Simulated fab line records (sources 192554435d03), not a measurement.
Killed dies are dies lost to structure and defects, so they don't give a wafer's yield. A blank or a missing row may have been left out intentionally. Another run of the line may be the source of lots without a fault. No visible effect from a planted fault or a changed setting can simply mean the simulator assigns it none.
Matching of chambers -- flow n5Finfet -- cmp-02 running N5_DUMMY_GATE_CMP_04: 4 sister chambers
The step polishes a-Si. 4 wafers are shown with their chamber, then 12 later ones without.

== WAFERS WITH THEIR CHAMBER ==
wafer,chamber,motorCurrentA (A)
L082.5,3,12.3
L087.2,1,10.1
L087.3,0,9.3
L087.4,2,8.7

== WAFERS WHOSE CHAMBER IS MISSING ==
wafer,motorCurrentA (A)
L088.1,12.5
L088.2,9.5
L088.6,11.5
L088.3,9.0
L088.4,10.0
L088.5,9.7
L096.1,10.1
L096.2,12.9
L096.6,12.6
L097.1,12.2
L097.2,9.5
L097.4,9.1

== WHICH CHAMBER EACH WENT THROUGH ==
wafer,from the rows above,in truth
L088.1,3,3
L088.2,can't be placed: 0 or 1 or 2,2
L088.6,can't be placed: 3 or 1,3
L088.3,can't be placed: 0 or 2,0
L088.4,can't be placed: 1 or 0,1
L088.5,can't be placed: 0 or 1 or 2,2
L096.1,1,1
L096.2,3,3
L096.6,3,3
L097.1,3,3
L097.2,can't be placed: 0 or 1 or 2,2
L097.4,can't be placed: 0 or 2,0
Correct placement for 5 of the 12. Cannot be placed on the basis of these rows: 7; the candidates contain the true chamber in 7. Wrongly placed: 0.
How it was worked out, from the rows above alone: a wafer's distance from a chamber is the root of the sum, over the readings, of the square of ((its reading less the chamber's mean) divided by the reading's scatter). The wafer belongs to the nearest chamber; if the next one is less than 2 further off, it can't be placed. For every chamber, the mean is computed from those of its wafers that are shown. The scatter: with one shown wafer a chamber, the root of the mean of the squares of how far each hidden wafer lies from its nearest shown one.
